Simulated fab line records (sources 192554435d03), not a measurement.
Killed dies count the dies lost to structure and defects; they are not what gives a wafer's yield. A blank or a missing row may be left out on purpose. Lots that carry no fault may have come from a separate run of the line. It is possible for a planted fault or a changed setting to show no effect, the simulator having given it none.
Split-lot study || flow n5-finfet || 21 wafers read across 7 lots, on a route 1938 steps long

## ABOUT THE SPLIT
At N5_BEOL_M12_TRENCH_ETCH_34 (etches SiOC in C4F8/O2/Ar, target depth 318.95 nm, time 125.5 s), the setting time-s was moved away from the recipe's 125.5 s on 7 of the 21 wafers read, by -20.5% to +14.3%. All remaining wafers had this setting at the recipe value.

## FROM THE SPLIT TO THE READING: what the file shows between them, 1 step
- N5_BEOL_M12_STRIP_70: strips in C4F8/O2/Ar

## THE READING
trench-depth-nm, in nm, at N5_BEOL_M12_OCD_MEAS_35. On this fab line, fault-free wafers typically give 320 nm with a standard deviation of 6 nm.

{"wafer": "L075.2", "tool, chamber at the split": "rie-diel-02, 2", "time-s as run, s": 125.5, "against the recipe": "recipe", "trench-depth-nm, nm": 321, "against lot-mates on the recipe": "-"}
{"wafer": "L075.4", "tool, chamber at the split": "rie-diel-02, 3", "time-s as run, s": 100.5, "against the recipe": "-19.9%", "trench-depth-nm, nm": 251, "against lot-mates on the recipe": -70}
{"wafer": "L075.6", "tool, chamber at the split": "rie-diel-02, 1", "time-s as run, s": 100.5, "against the recipe": "-19.9%", "trench-depth-nm, nm": 258, "against lot-mates on the recipe": -63}
{"wafer": "L076.2", "tool, chamber at the split": "rie-diel-02, 3", "time-s as run, s": 125.5, "against the recipe": "recipe", "trench-depth-nm, nm": 316, "against lot-mates on the recipe": "-"}
{"wafer": "L076.4", "tool, chamber at the split": "rie-diel-02, 0", "time-s as run, s": 125.5, "against the recipe": "recipe", "trench-depth-nm, nm": 330, "against lot-mates on the recipe": "-"}
{"wafer": "L076.6", "tool, chamber at the split": "rie-diel-02, 1", "time-s as run, s": 125.5, "against the recipe": "recipe", "trench-depth-nm, nm": 325, "against lot-mates on the recipe": "-"}
{"wafer": "L079.1", "tool, chamber at the split": "rie-diel-06, 0", "time-s as run, s": 125.5, "against the recipe": "recipe", "trench-depth-nm, nm": 318, "against lot-mates on the recipe": "-"}
{"wafer": "L079.4", "tool, chamber at the split": "rie-diel-06, 1", "time-s as run, s": 139.9, "against the recipe": "+11.5%", "trench-depth-nm, nm": 363, "against lot-mates on the recipe": "+45"}
{"wafer": "L079.6", "tool, chamber at the split": "rie-diel-06, 0", "time-s as run, s": 139.9, "against the recipe": "+11.5%", "trench-depth-nm, nm": 357, "against lot-mates on the recipe": "+39"}
{"wafer": "L083.2", "tool, chamber at the split": "rie-diel-06, 2", "time-s as run, s": 125.5, "against the recipe": "recipe", "trench-depth-nm, nm": 314, "against lot-mates on the recipe": "-"}
{"wafer": "L083.4", "tool, chamber at the split": "rie-diel-06, 1", "time-s as run, s": 143.4, "against the recipe": "+14.3%", "trench-depth-nm, nm": 366, "against lot-mates on the recipe": "+48"}
{"wafer": "L083.5", "tool, chamber at the split": "rie-diel-06, 1", "time-s as run, s": 125.5, "against the recipe": "recipe", "trench-depth-nm, nm": 321, "against lot-mates on the recipe": "-"}
{"wafer": "L087.1", "tool, chamber at the split": "rie-diel-01, 0", "time-s as run, s": 99.76, "against the recipe": "-20.5%", "trench-depth-nm, nm": 256, "against lot-mates on the recipe": -63}
{"wafer": "L087.5", "tool, chamber at the split": "rie-diel-01, 0", "time-s as run, s": 99.76, "against the recipe": "-20.5%", "trench-depth-nm, nm": 257, "against lot-mates on the recipe": -62}
{"wafer": "L087.6", "tool, chamber at the split": "rie-diel-01, 3", "time-s as run, s": 125.5, "against the recipe": "recipe", "trench-depth-nm, nm": 319, "against lot-mates on the recipe": "-"}
{"wafer": "L092.1", "tool, chamber at the split": "rie-diel-02, 0", "time-s as run, s": 125.5, "against the recipe": "recipe", "trench-depth-nm, nm": 325, "against lot-mates on the recipe": "-"}
{"wafer": "L092.5", "tool, chamber at the split": "rie-diel-02, 3", "time-s as run, s": 125.5, "against the recipe": "recipe", "trench-depth-nm, nm": 312, "against lot-mates on the recipe": "-"}
{"wafer": "L092.6", "tool, chamber at the split": "rie-diel-02, 0", "time-s as run, s": 125.5, "against the recipe": "recipe", "trench-depth-nm, nm": 321, "against lot-mates on the recipe": "-"}
{"wafer": "L096.2", "tool, chamber at the split": "rie-diel-06, 3", "time-s as run, s": 125.5, "against the recipe": "recipe", "trench-depth-nm, nm": 310, "against lot-mates on the recipe": "-"}
{"wafer": "L096.3", "tool, chamber at the split": "rie-diel-06, 2", "time-s as run, s": 125.5, "against the recipe": "recipe", "trench-depth-nm, nm": 320, "against lot-mates on the recipe": "-"}
{"wafer": "L096.4", "tool, chamber at the split": "rie-diel-06, 1", "time-s as run, s": 125.5, "against the recipe": "recipe", "trench-depth-nm, nm": 319, "against lot-mates on the recipe": "-"}

THE FIT
A straight line over all 21 wafers: trench-depth-nm changes by +3.23 nm for each +1% of time-s; r = +0.99; the points scatter about the line by 4.9 nm.
The same after taking each lot's own level away (the mean of its wafers on the recipe; 21 wafers): +3.29 nm for each +1%; r = +0.99; scatter 4.5 nm.
According to that fit, moving time-s by its largest amount changes the reading by 67 nm.
From 316.3 to 323.7 nm: that is the span of the lots' own levels, equal to 1.2 times the standard deviation above.
So the lot-to-lot level changes the slope little: the two slopes agree.
Check: -67.5 nm against its lot-mates is what the line predicts for one of the wafers moved furthest among these (-20.5%) when that wafer is left out of the fit. It came out at -63 nm against them.

## ADDITIONAL SPLITS CARRIED BY THESE WAFERS
Other splits were also applied to these wafers ahead of the reading. Each is held against what the fit with the lots' levels taken away leaves over:
{"other split on the same wafers": "N5_BEOL_M9_ETCH_66 time-s", "wafers away from the commonest value": 9, "r with trench-depth-nm (lot level and that fit taken away)": "+0.17"}
{"other split on the same wafers": "N5_BEOL_M9_TRENCH_ETCH_37 bias-w", "wafers away from the commonest value": 6, "r with trench-depth-nm (lot level and that fit taken away)": -0.23}
{"other split on the same wafers": "N5_BEOL_M10_PECVD_70 temp-c", "wafers away from the commonest value": 4, "r with trench-depth-nm (lot level and that fit taken away)": "+0.04"}
{"other split on the same wafers": "N5_BEOL_M10_COAT_60 spin-rpm", "wafers away from the commonest value": 8, "r with trench-depth-nm (lot level and that fit taken away)": "+0.03"}
{"other split on the same wafers": "N5_BEOL_M11_PECVD_70 time-s", "wafers away from the commonest value": 7, "r with trench-depth-nm (lot level and that fit taken away)": "+0.18"}
{"other split on the same wafers": "N5_BEOL_M11_HM_DEP_02 target-thk-a", "wafers away from the commonest value": 5, "r with trench-depth-nm (lot level and that fit taken away)": -0.13}
{"other split on the same wafers": "N5_BEOL_M11_VIA_ETCH_34 time-s", "wafers away from the commonest value": 2, "r with trench-depth-nm (lot level and that fit taken away)": -0.13}
{"other split on the same wafers": "N5_BEOL_M11_ETCH_41 time-s", "wafers away from the commonest value": 4, "r with trench-depth-nm (lot level and that fit taken away)": -0.10}

## THE WHOLE CHAIN: every reading that the file lists as answering this split, in the file's order
{"step": "N5_BEOL_M12_TRENCH_ETCH_34", "what it does": "etches SiOC in C4F8/O2/Ar, target depth 318.95 nm, time 125.5 s", "reading": "etch.depth-nm (the simulator's own value, which no gauge read)", "change (the file's fit)": "+3.3 nm for each +1% of the setting", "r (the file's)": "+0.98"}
{"step": "N5_BEOL_M12_OCD_MEAS_35", "what it does": "", "reading": "trench-depth-nm", "change (the file's fit)": "+3.29 nm for each +1% of the setting", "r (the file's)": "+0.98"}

## THE FILE'S OWN FIT
trench-depth-nm changes by +3.29 nm for each +1% of time-s, r = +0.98.
